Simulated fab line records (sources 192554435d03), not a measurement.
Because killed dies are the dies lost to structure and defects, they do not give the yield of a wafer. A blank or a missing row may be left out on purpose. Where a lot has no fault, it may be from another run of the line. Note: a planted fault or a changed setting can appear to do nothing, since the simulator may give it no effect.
fab line records -- flow n5Finfet -- part 1 of 2: steps 1 to 27 of 33
record: lots: 5, wafers: 15, lastDay: 17
route steps=1938 shown BEOL_M0@739 BEOL_M1@751
lots that met no fault: from a run of the same line without faults
startH: start of the lot's first displayed wafer, in hours after the record's first day -- waitH: hours elapsed since this lot's preceding step -- " the same as in the row above -- L1.1+2: one row covering several wafers at once -- - no value present, or no start provided -- * or withheld: withheld -- < > ~ a bound
route shown NAME@n: names a module that has steps shown in the file, with the first one's number in the route -- usual: the fault-free wafers' mean and standard deviation -- same: alike in all rows -- chamber/n: place in a boat -- sites: per-site readings -- _std_site: their standard deviation -- _edge_site: mean of outer sites minus mean of inner sites -- radiusMm: for every site, how far away it sits from the centre of the wafer -- mask NAME#n: copy n -- behind: tool/chamber where the wafer was last shaped -- hold: why the lot went on hold/how many hours it stayed there/how the hold came to an end -- device: whichever transistor did not switch (one of n, p or np) -- end of line: tests run on the same wafers once the route is complete -- where a step has no rows: the recipe by itself -- killed: dies that structure and defects cost at the first sort, which is not the same as the wafer's yield -- map: a wafer's dies, x killed, . not, _ none there
set.NAME: setting as actually run; set.NAME@STEP: the setting as run at that earlier step -- model.NAME: the simulator's own value behind a step, which no gauge read
lots at selected steps of the route; one table per step, one row per wafer
services: a tool's chamber out of use, with start hour (startH, from the record's first day; less than 0 if before it), hours out, and reason
== steps ==
step: N5_BEOL_M0_ANNEAL_135
recipe: tempC: 400, timeS: 60, ambient: vacuum
usual: heaterPowerW: 850/88, susceptorTempC: 399.98/0.26
lot.wafer,tool,chamber,startH,waitH,heaterPowerW,susceptorTempC
L081.2,pvdSputter-02,-,158.83,0.0,822,400.48
L081.4,pvdSputter-02,-,158.83,0.0,715,399.67
L081.5,pvdSputter-02,-,158.83,0.0,807,400.07
L090.2,pvdSputter-01,-,214.07,0.0,1018,399.96
L090.4,pvdSputter-01,-,214.07,0.0,809,399.71
L090.6,pvdSputter-01,-,214.07,0.0,915,400.15
L092.3,pvdSputter-01,-,223.00,0.0,768,399.85
L092.5,pvdSputter-01,-,223.00,0.0,971,400.30
L092.6,pvdSputter-01,-,223.00,0.0,928,400.05
L095.1,pvdSputter-01,-,245.39,0.0,808,400.12
L095.3,pvdSputter-01,-,245.39,0.0,758,399.80
L095.4,pvdSputter-01,-,245.39,0.0,903,399.95
L097.1,pvdSputter-02,-,259.20,0.0,810,400.09
L097.3,pvdSputter-02,-,259.20,0.0,778,399.72
L097.5,pvdSputter-02,-,259.20,0.0,855,400.03
step: N5_BEOL_M0_SPUTTER_141
recipe: material: Cu, targetThkA: 40, tempC: -20, chamberPressurePa: 0.07, powerW: withheld, timeS: 7.37
usual: susceptorTempC: -19.99/0.11, throttleValvePct: 29.7/1
lot.wafer,tool,chamber,startH,waitH,susceptorTempC,throttleValvePct
L081.2,pvdSputter-02,-,158.87,0.0,-19.87,28.3
L081.4,pvdSputter-02,-,158.87,0.0,-19.93,30.4
L081.5,pvdSputter-02,-,158.87,0.0,-20.01,28.1
L090.2,pvdSputter-01,-,214.11,0.0,-19.95,29.5
L090.4,pvdSputter-01,-,214.11,0.0,-19.89,31.8
L090.6,pvdSputter-01,-,214.11,0.0,-19.91,28.3
L092.3,pvdSputter-01,-,223.04,0.0,-19.87,29.4
L092.5,pvdSputter-01,-,223.04,0.0,-19.96,29.3
L092.6,pvdSputter-01,-,223.04,0.0,-19.94,28.2
L095.1,pvdSputter-01,-,245.43,0.0,-20.19,32.1
L095.3,pvdSputter-01,-,245.43,0.0,-20.04,29.3
L095.4,pvdSputter-01,-,245.43,0.0,-20.01,28.7
L097.1,pvdSputter-02,-,259.24,0.0,-20.14,28.2
L097.3,pvdSputter-02,-,259.24,0.0,-19.78,30.2
L097.5,pvdSputter-02,-,259.24,0.0,-20.14,30.0
step: N5_BEOL_M0_ECD_118
recipe: material: Cu, targetThkA: 3000
lot.wafer,tool,chamber,startH,waitH
L081.2+4+5,ecdCu-01,0,158.99,0.1
L090.2+4+6,ecdCu-01,"0,0,1",214.22,0.1
L092.3+5+6,ecdCu-01,"1,1,0",223.18,0.1
L095.1+3+4,ecdCu-01,"1,0,1",245.55,0.1
L097.1+3+5,ecdCu-02,1,259.36,0.1
step: N5_BEOL_M0_ANNEAL_119
recipe: tempC: 225, timeS: 90, ambient: N2
usual: wafer_temp_C_max: 226.07/0.26
lot.wafer,tool,chamber,startH,waitH,wafer_temp_C_max
L081.2,rtpAnneal-02,0,159.11,0.1,226.05
L081.4,rtpAnneal-02,0,159.11,0.1,226.22
L081.5,rtpAnneal-02,0,159.11,0.1,225.93
L090.2,rtpAnneal-01,0,214.35,0.1,225.85
L090.4,rtpAnneal-01,0,214.35,0.1,226.29
L090.6,rtpAnneal-01,0,214.35,0.1,225.93
L092.3,rtpAnneal-02,0,223.33,0.1,226.26
L092.5,rtpAnneal-02,0,223.33,0.1,226.31
L092.6,rtpAnneal-02,0,223.33,0.1,226.21
L095.1,rtpAnneal-02,0,245.63,0.1,225.98
L095.3,rtpAnneal-02,0,245.63,0.1,226.54
L095.4,rtpAnneal-02,0,245.63,0.1,226.43
L097.1,rtpAnneal-02,0,259.44,0.1,225.95
L097.3,rtpAnneal-02,0,259.44,0.1,225.62
L097.5,rtpAnneal-02,0,259.44,0.1,226.06
step: N5_BEOL_M0_CMP_120
recipe: stopOn: SiOC, tOverpolishS: 6.9, downForcePsi: 1, platenRpm: 50, clearingPlatenDownForcePsi: 1.5, clearingPlatenRpm: 50, postCmpClean: cuAlkaline, clearingPlatenPadVelocityMS: 0.99484, padVelocityMS: 0.99484
usual: barrierFieldEndpointS: 3.66/0.17, clearingPlatenRpm: 49.999/0.027, motorCurrentA: 6.1/0.77, overpolishRunS: 6.899/0.0095, padLifeWafers: 736/560, timeToEndpointS: 64/5.2
same: tOverpolishS: 6.9
lot.wafer,tool,chamber,startH,waitH,barrierFieldEndpointS,clearingPlatenRpm,motorCurrentA,overpolishRunS,padLifeWafers,timeToEndpointS
L081.4,cmp-02,1,159.36,0.1,3.72,49.983,6.6,6.913,198,68
L081.2,cmp-02,3,159.36,0.1,4.06,50.024,4.8,6.896,200,72
L081.5,cmp-02,2,159.36,0.1,3.89,50.004,6.2,6.879,-,71
L090.4,cmp-02,0,214.65,0.2,3.46,50.031,5.3,6.884,673,66
L090.2,cmp-02,1,214.65,0.2,3.49,49.981,6.4,6.890,674,67
L090.6,cmp-02,0,214.65,0.2,3.68,50.023,5.1,6.908,-,65
L092.3,cmp-03,0,223.61,0.2,3.63,49.980,7.0,6.902,206,71
L092.5,cmp-03,2,223.61,0.2,3.76,50.001,6.5,6.905,-,60
L092.6,cmp-03,3,223.61,0.2,3.56,50.001,7.1,6.917,-,67
L095.1,cmp-03,2,245.92,0.3,3.68,50.009,6.3,6.901,432,59
L095.4,cmp-03,3,245.92,0.3,3.65,50.001,6.9,6.898,433,64
L095.3,cmp-03,0,245.92,0.3,3.62,50.012,6.5,6.908,434,68
L097.3,cmp-03,2,259.74,0.2,3.27,50.044,7.1,6.886,606,55
L097.1,cmp-03,0,259.74,0.2,3.72,50.000,6.9,6.895,608,62
L097.5,cmp-03,3,259.74,0.2,3.32,49.961,7.1,6.912,-,61
step: N5_BEOL_M0_PRE_CLEAN_131
recipe: gas: NH3/H2, timeS: 15, tempC: *, rfPowerW: 300
usual: heaterPowerW: 89/15, susceptorTempC: *
lot.wafer,tool,chamber,startH,waitH,heaterPowerW,susceptorTempC
L081.2,cvdCo-02,0,159.69,0.0,111,*
L081.4,cvdCo-02,0,159.69,0.0,112,*
L081.5,cvdCo-02,1,159.69,0.0,79,*
L090.2,cvdCo-02,2,214.94,0.0,75,*
L090.4,cvdCo-02,1,214.94,0.0,81,*
L090.6,cvdCo-02,0,214.94,0.0,110,*
L092.3,cvdCo-02,2,223.87,0.0,77,*
L092.5,cvdCo-02,1,223.87,0.0,79,*
L092.6,cvdCo-02,2,223.87,0.0,77,*
L095.1,cvdCo-02,2,246.25,0.0,77,*
L095.3,cvdCo-02,1,246.25,0.0,83,*
L095.4,cvdCo-02,2,246.25,0.0,78,*
L097.1,cvdCo-01,1,260.11,0.1,89,*
L097.3,cvdCo-01,2,260.11,0.1,102,*
L097.5,cvdCo-01,2,260.11,0.1,99,*
step: N5_BEOL_M0_CO_CAP_123
recipe: material: Co, targetThkA: 20, tempC: 200, precursor: CCTBA/H2, pressureTorr: 30, timeS: 102.1
usual: heaterPowerW: 240/19, susceptorTempC: 199.98/0.16
lot.wafer,tool,chamber,startH,waitH,heaterPowerW,susceptorTempC
L081.2,cvdCo-02,0,159.73,0.0,273,200.01
L081.4,cvdCo-02,0,159.73,0.0,272,200.28
L081.5,cvdCo-02,1,159.73,0.0,234,199.96
L090.2,cvdCo-02,2,214.98,0.0,232,199.90
L090.4,cvdCo-02,1,214.98,0.0,226,200.07
L090.6,cvdCo-02,0,214.98,0.0,268,200.15
L092.3,cvdCo-02,2,223.91,0.0,225,199.83
L092.5,cvdCo-02,1,223.91,0.0,231,199.73
L092.6,cvdCo-02,2,223.91,0.0,222,200.13
L095.1,cvdCo-02,2,246.29,0.0,224,199.99
L095.3,cvdCo-02,1,246.29,0.0,229,200.00
L095.4,cvdCo-02,2,246.29,0.0,228,199.83
L097.1,cvdCo-01,1,260.15,0.0,245,199.82
L097.3,cvdCo-01,2,260.15,0.0,252,199.97
L097.5,cvdCo-01,2,260.15,0.0,255,199.66
step: N5_BEOL_M0_PRE_CLEAN_124
recipe: gas: NH3, timeS: 15, tempC: withheld, rfPowerW: 300
lot.wafer,tool,chamber,startH,waitH
L081.2+4+5,pecvd-03,"2,2,0",159.84,0.1
L090.2+4+6,pecvd-04,"1,1,0",215.08,0.1
L092.3+5+6,pecvd-03,"0,0,1",224.00,0.1
L095.1+3+4,pecvd-03,"0,2,2",246.39,0.1
L097.1+3+5,pecvd-03,"1,2,0",260.25,0.1
step: N5_BEOL_M0_DEP_125
recipe: material: SiCN, targetThkA: 80, tempC: withheld, precursor: 3MS/NH3, pressureTorr: 3, rfW: 202, timeS: 14
usual: showerheadPlenumPTorr: 3.664/0.012, throttleValvePct: 9.3/0.36
lot.wafer,tool,chamber,startH,waitH,showerheadPlenumPTorr,throttleValvePct
L081.2,pecvd-03,2,159.86,0.0,3.666,8.9
L081.4,pecvd-03,2,159.86,0.0,3.669,8.8
L081.5,pecvd-03,0,159.86,0.0,3.671,9.9
L090.2,pecvd-04,1,215.10,0.0,3.677,8.8
L090.4,pecvd-04,1,215.10,0.0,3.671,9.3
L090.6,pecvd-04,0,215.10,0.0,3.652,9.3
L092.3,pecvd-03,0,224.02,0.0,3.676,9.7
L092.5,pecvd-03,0,224.02,0.0,3.678,9.8
L092.6,pecvd-03,1,224.02,0.0,3.655,9.0
L095.1,pecvd-03,0,246.41,0.0,3.678,10.1
L095.3,pecvd-03,2,246.41,0.0,3.667,8.9
L095.4,pecvd-03,2,246.41,0.0,3.669,9.0
L097.1,pecvd-03,1,260.27,0.0,3.650,9.2
L097.3,pecvd-03,2,260.27,0.0,3.661,8.9
L097.5,pecvd-03,0,260.27,0.0,3.677,10.0
step: N5_BEOL_M0_RS_MEAS_126
recipe: thkMeasGauge: four-point-probe, reads: Co_of_BEOL_M0_CO_CAP_123+Cu_of_BEOL_M0_ECD_118+Co_of_BEOL_M0_CVD_115+TaN_of_BEOL_M0_ALD_136
usual: M0_RS: 0.523/0.025
lot.wafer,tool,chamber,startH,waitH,M0_RS[ohm/sq]
L081.2,filmMetro-02,-,159.93,0.1,0.526
L081.4,filmMetro-02,-,159.93,0.1,0.513
L081.5,filmMetro-02,-,159.93,0.1,0.483
L090.2,filmMetro-02,-,215.17,0.1,0.516
L090.4,filmMetro-02,-,215.17,0.1,0.508
L090.6,filmMetro-02,-,215.17,0.1,0.539
L092.3,filmMetro-01,-,224.09,0.1,0.501
L092.5,filmMetro-01,-,224.09,0.1,0.548
L092.6,filmMetro-01,-,224.09,0.1,0.508
L095.1,filmMetro-02,-,246.48,0.0,0.537
L095.3,filmMetro-02,-,246.48,0.0,0.507
L095.4,filmMetro-02,-,246.48,0.0,0.505
L097.1,filmMetro-01,-,260.34,0.0,0.527
L097.3,filmMetro-01,-,260.34,0.0,0.571
L097.5,filmMetro-01,-,260.34,0.0,0.554
step: N5_BEOL_M0_INSPECT_127
recipe: inspectInstrument: darkfield, mode: postDep
usual: rawDefectCount: 65/20
lot.wafer,tool,chamber,startH,waitH,rawDefectCount
L081.2,defectInspect-01,-,159.96,0.0,72
L081.4,defectInspect-01,-,159.96,0.0,60
L081.5,defectInspect-01,-,159.96,0.0,61
L090.2,defectInspect-01,-,215.19,0.0,62
L090.4,defectInspect-01,-,215.19,0.0,58
L090.6,defectInspect-01,-,215.19,0.0,84
L092.3,defectInspect-02,-,224.12,0.0,56
L092.5,defectInspect-02,-,224.12,0.0,67
L092.6,defectInspect-02,-,224.12,0.0,53
L095.1,defectInspect-02,-,246.50,0.0,110
L095.3,defectInspect-02,-,246.50,0.0,55
L095.4,defectInspect-02,-,246.50,0.0,71
L097.1,defectInspect-02,-,260.36,0.0,46
L097.3,defectInspect-02,-,260.36,0.0,34
L097.5,defectInspect-02,-,260.36,0.0,57
step: N5_BEOL_M1_ILD_DEP_00
recipe: material: SiOC, targetThkA: 790, tempC: 350, precursor: DEMS/O2, pressureTorr: 5, rfW: 500, timeS: 15.3
usual: heaterPowerW: 483/68, showerheadPlenumPTorr: 5.691/0.015, susceptorTempC: 349.97/0.2, throttleValvePct: 12.2/0.35
lot.wafer,tool,chamber,startH,waitH,heaterPowerW,showerheadPlenumPTorr,susceptorTempC,throttleValvePct
L081.2,pecvd-04,2,159.99,0.0,492,5.700,349.90,12.0
L081.4,pecvd-04,1,159.99,0.0,510,5.718,350.18,12.1
L081.5,pecvd-04,2,159.99,0.0,502,5.680,350.00,11.8
L090.2,pecvd-04,2,215.23,0.0,429,5.683,349.92,12.1
L090.4,pecvd-04,1,215.23,0.0,529,5.712,350.06,11.8
L090.6,pecvd-04,2,215.23,0.0,417,5.674,349.94,12.3
L092.3,pecvd-02,0,224.17,0.1,583,5.702,350.16,12.3
L092.5,pecvd-02,0,224.17,0.1,596,5.707,349.96,12.3
L092.6,pecvd-02,1,224.17,0.1,539,5.678,349.77,12.4
L095.1,pecvd-04,2,246.54,0.0,505,5.678,350.28,12.2
L095.3,pecvd-04,2,246.54,0.0,498,5.692,350.26,12.3
L095.4,pecvd-04,0,246.54,0.0,393,5.683,350.14,12.4
L097.1,pecvd-02,0,260.40,0.0,511,5.710,349.79,12.4
L097.3,pecvd-02,2,260.40,0.0,420,5.668,349.94,11.1
L097.5,pecvd-02,2,260.40,0.0,419,5.677,350.03,11.2
step: N5_BEOL_M1_THK_MEAS_01
recipe: reads: SiOC_of_BEOL_M1_ILD_DEP_00
usual: M1_ILD_THK: 79.2/1.3
lot.wafer,tool,chamber,startH,waitH,M1_ILD_THK[nm]
L081.2,filmMetro-02,-,160.06,0.1,77.2
L081.4,filmMetro-02,-,160.06,0.1,81.0
L081.5,filmMetro-02,-,160.06,0.1,79.5
L090.2,filmMetro-02,-,215.30,0.1,78.0
L090.4,filmMetro-02,-,215.30,0.1,79.7
L090.6,filmMetro-02,-,215.30,0.1,78.8
L092.3,filmMetro-01,-,224.24,0.1,80.6
L092.5,filmMetro-01,-,224.24,0.1,80.5
L092.6,filmMetro-01,-,224.24,0.1,79.7
L095.1,filmMetro-01,-,246.62,0.1,77.3
L095.3,filmMetro-01,-,246.62,0.1,79.3
L095.4,filmMetro-01,-,246.62,0.1,78.0
L097.1,filmMetro-02,-,260.47,0.0,78.3
L097.3,filmMetro-02,-,260.47,0.0,78.3
L097.5,filmMetro-02,-,260.47,0.0,78.5
step: N5_BEOL_M1_PECVD_72
recipe: material: SiO2, targetThkA: 160, tempC: 400, precursor: TEOS/O2, pressureTorr: 5.5, rfW: 450, teosFlowSccm: 53.8, gas: O2, flowSccm: 3000, timeS: 18
usual: heaterPowerW: 680/94, showerheadPlenumPTorr: 8.77/0.061, susceptorTempC: 400.00/0.23, throttleValvePct: 22.9/0.88
lot.wafer,tool,chamber,startH,waitH,heaterPowerW,showerheadPlenumPTorr,susceptorTempC,throttleValvePct
L081.2,pecvd-03,0,160.10,0.0,616,8.85,400.12,24.3
L081.4,pecvd-03,1,160.10,0.0,665,8.68,399.92,22.7
L081.5,pecvd-03,0,160.10,0.0,603,8.86,400.15,24.4
L090.2,pecvd-02,0,215.33,0.0,882,8.82,399.96,23.1
L090.4,pecvd-02,0,215.33,0.0,909,8.82,400.06,23.0
L090.6,pecvd-02,0,215.33,0.0,899,8.84,400.28,23.3
L092.3,pecvd-03,0,224.28,0.0,637,8.86,400.19,24.4
L092.5,pecvd-03,1,224.28,0.0,682,8.70,399.92,22.8
L092.6,pecvd-03,2,224.28,0.0,582,8.79,399.95,21.7
L095.1,pecvd-04,2,246.66,0.0,613,8.73,399.95,23.0
L095.3,pecvd-04,2,246.66,0.0,598,8.74,399.85,22.9
L095.4,pecvd-04,0,246.66,0.0,649,8.73,400.38,23.1
L097.1,pecvd-03,0,260.50,0.0,642,8.84,400.13,23.9
L097.3,pecvd-03,1,260.50,0.0,683,8.67,399.89,22.8
L097.5,pecvd-03,0,260.50,0.0,660,8.83,400.51,24.1
step: N5_BEOL_M1_HM_DEP_02
recipe: material: TiN, targetThkA: 200, tempC: 25, chamberPressurePa: 0.49996
usual: susceptorTempC: 25.01/0.12, throttleValvePct: 29.7/1.1
lot.wafer,tool,chamber,startH,waitH,susceptorTempC,throttleValvePct
L081.2,pvdSputter-01,-,161.57,1.5,24.92,28.2
L081.4,pvdSputter-01,-,161.57,1.5,24.95,29.4
L081.5,pvdSputter-01,-,161.57,1.5,24.88,29.2
L090.2,pvdSputter-01,-,215.42,0.1,24.86,32.4
L090.4,pvdSputter-01,-,215.42,0.1,24.96,29.3
L090.6,pvdSputter-01,-,215.42,0.1,25.08,28.3
L092.3,pvdSputter-01,-,226.60,2.3,25.29,29.1
L092.5,pvdSputter-01,-,226.60,2.3,24.97,29.5
L092.6,pvdSputter-01,-,226.60,2.3,25.02,29.3
L095.1,pvdSputter-01,-,247.35,0.7,25.03,29.2
L095.3,pvdSputter-01,-,247.35,0.7,24.92,32.3
L095.4,pvdSputter-01,-,247.35,0.7,24.95,29.3
L097.1,pvdSputter-02,-,262.38,1.9,25.09,30.0
L097.3,pvdSputter-02,-,262.38,1.9,25.07,28.0
L097.5,pvdSputter-02,-,262.38,1.9,24.99,30.3
step: N5_BEOL_M1_COAT_61
recipe: resist: SOC, tempC: 250, timeS: 60, spinRpm: 1500, resistThkNm: 60
lot.wafer,tool,chamber,startH,waitH
L081.2+4+5,lithoTrack-04,0,161.70,0.1
L090.2+4+6,lithoTrack-02,0,215.55,0.1
L092.3+5+6,lithoTrack-04,0,226.73,0.1
L095.1+3+4,lithoTrack-01,0,247.48,0.1
L097.1+3+5,lithoTrack-02,0,262.52,0.1
step: N5_BEOL_M1_COAT_62
recipe: resist: SiARC, tempC: 220, timeS: 60, spinRpm: 1500, resistThkNm: 12
lot.wafer,tool,chamber,startH,waitH
L081.2+4+5,lithoTrack-04,0,-,-
L090.2+4+6,lithoTrack-02,0,-,-
L092.3+5+6,lithoTrack-04,0,-,-
L095.1+3+4,lithoTrack-01,0,-,-
L097.1+3+5,lithoTrack-02,0,-,-
step: N5_BEOL_M1_COAT_73
recipe: resist: underlayer, tempC: 205, timeS: 60, spinRpm: 1500, resistThkNm: 5
lot.wafer,tool,chamber,startH,waitH
L081.2+4+5,lithoTrack-04,0,-,-
L090.2+4+6,lithoTrack-02,0,-,-
L092.3+5+6,lithoTrack-04,0,-,-
L095.1+3+4,lithoTrack-01,0,-,-
L097.1+3+5,lithoTrack-02,0,-,-
step: N5_BEOL_M1_COAT_05
recipe: resist: CAR-EUV, spinRpm: 1500, resistThkNm: 30
lot.wafer,tool,chamber,startH,waitH
L081.2+4+5,lithoTrack-04,0,-,-
L090.2+4+6,lithoTrack-02,0,-,-
L092.3+5+6,lithoTrack-04,0,-,-
L095.1+3+4,lithoTrack-01,0,-,-
L097.1+3+5,lithoTrack-02,0,-,-
step: N5_BEOL_M1_EBR_07
recipe: solvent: PGMEA, ebrWidthMm: 1.5
lot.wafer,tool,chamber,startH,waitH
L081.2+4+5,lithoTrack-04,0,-,-
L090.2+4+6,lithoTrack-02,0,-,-
L092.3+5+6,lithoTrack-04,0,-,-
L095.1+3+4,lithoTrack-01,0,-,-
L097.1+3+5,lithoTrack-02,0,-,-
step: N5_BEOL_M1_SOFTBAKE_06
recipe: tempC: 110, timeS: 60, resist: CAR-EUV
lot.wafer,tool,chamber,startH,waitH
L081.2+4+5,lithoTrack-04,0,-,-
L090.2+4+6,lithoTrack-02,0,-,-
L092.3+5+6,lithoTrack-04,0,-,-
L095.1+3+4,lithoTrack-01,0,-,-
L097.1+3+5,lithoTrack-02,0,-,-
step: N5_BEOL_M1_EXPOSE_08
recipe: maskId: M1, na: 0.33, sourceShape: dipole, sigmaInner: 0.369, sigmaOuter: 0.767, polarization: unpolarized, doseMj: 33
lot.wafer,tool,chamber,startH,waitH,mask
L081.2+4+5,euvScanner-02,0,161.84,-,M1#0
L090.2+4+6,euvScanner-02,0,215.85,-,M1#0
L092.3+5+6,euvScanner-01,0,227.00,-,M1#0
L095.1+3+4,euvScanner-01,0,247.61,-,M1#0
L097.1+3+5,euvScanner-01,0,262.66,-,M1#0
step: N5_BEOL_M1_PEB_09
recipe: pebTempC: 100, pebTimeS: 60, resist: CAR-EUV
lot.wafer,tool,chamber,startH,waitH
L081.2+4+5,lithoTrack-02,0,161.89,0.0
L090.2+4+6,lithoTrack-04,0,215.91,0.0
L092.3+5+6,lithoTrack-04,0,227.05,0.0
L095.1+3+4,lithoTrack-04,0,247.67,0.1
L097.1+3+5,lithoTrack-04,0,262.72,0.1
step: N5_BEOL_M1_DEVELOP_10
recipe: developTimeS: 30, developer: TMAH, resist: CAR-EUV, rinseLiquid: surfactantRinse, dry: airSpin, devTempC: 23
lot.wafer,tool,chamber,startH,waitH
L081.2+4+5,lithoTrack-02,0,-,-
L090.2+4+6,lithoTrack-04,0,-,-
L092.3+5+6,lithoTrack-04,0,-,-
L095.1+3+4,lithoTrack-04,0,-,-
L097.1+3+5,lithoTrack-04,0,-,-
step: N5_BEOL_M1_CD_MEAS_11
recipe: targetCdNm: 17.05, landingEnergyEv: 500, detector: seInlens, polarity: opening
usual: cdNm: 17.04/0.28
lot.wafer,tool,chamber,startH,waitH,cdNm
L081.2,cdSem-03,0,161.96,-,17.26
L081.4,cdSem-03,0,161.96,-,16.44
L081.5,cdSem-03,0,161.96,-,17.32
L090.2,cdSem-02,0,215.98,-,17.36
L090.4,cdSem-02,0,215.98,-,17.26
L090.6,cdSem-02,0,215.98,-,17.31
L092.3,cdSem-02,0,227.12,-,16.81
L092.5,cdSem-02,0,227.12,-,17.40
L092.6,cdSem-02,0,227.12,-,17.08
L095.1,cdSem-01,0,247.74,-,16.69
L095.3,cdSem-01,0,247.74,-,17.03
L095.4,cdSem-01,0,247.74,-,16.68
L097.1,cdSem-03,0,262.79,-,17.19
L097.3,cdSem-03,0,262.79,-,17.19
L097.5,cdSem-03,0,262.79,-,17.07
step: N5_BEOL_M1_OVL_MEAS_12
recipe: pointsPerWafer: 522
usual: M1_OVL: -0.6/0.7
lot.wafer,tool,chamber,startH,waitH,M1_OVL[nm]
L081.2,overlay-01,0,162.00,0.0,0.8
L081.4,overlay-01,0,162.00,0.0,-1.2
L081.5,overlay-01,0,162.00,0.0,0.7
L090.2,overlay-01,0,216.01,0.0,0.5
L090.4,overlay-01,0,216.01,0.0,-0.8
L090.6,overlay-01,0,216.01,0.0,-0.2
L092.3,overlay-02,0,227.16,0.0,-0.2
L092.5,overlay-02,0,227.16,0.0,0.0
L092.6,overlay-02,0,227.16,0.0,-0.8
L095.1,overlay-01,0,247.77,0.0,-0.4
L095.3,overlay-01,0,247.77,0.0,-1.0
L095.4,overlay-01,0,247.77,0.0,-1.2
L097.1,overlay-02,0,262.82,0.0,-1.1
L097.3,overlay-02,0,262.82,0.0,-1.0
L097.5,overlay-02,0,262.82,0.0,-0.7
step: N5_BEOL_M1_INSPECT_13
recipe: mode: adi, inspectInstrument: brightfield
usual: rawDefectCount: 419/99
lot.wafer,tool,chamber,startH,waitH,rawDefectCount
L081.2,defectInspect-01,-,162.05,0.0,612
L081.4,defectInspect-01,-,162.05,0.0,488
L081.5,defectInspect-01,-,162.05,0.0,444
L090.2,defectInspect-02,-,216.06,0.0,360
L090.4,defectInspect-02,-,216.06,0.0,371
L090.6,defectInspect-02,-,216.06,0.0,417
L092.3,defectInspect-02,-,227.21,0.0,364
L092.5,defectInspect-02,-,227.21,0.0,329
L092.6,defectInspect-02,-,227.21,0.0,329
L095.1,defectInspect-02,-,247.83,0.1,520
L095.3,defectInspect-02,-,247.83,0.1,396
L095.4,defectInspect-02,-,247.83,0.1,283
L097.1,defectInspect-02,-,262.88,0.1,401
L097.3,defectInspect-02,-,262.88,0.1,449
L097.5,defectInspect-02,-,262.88,0.1,459
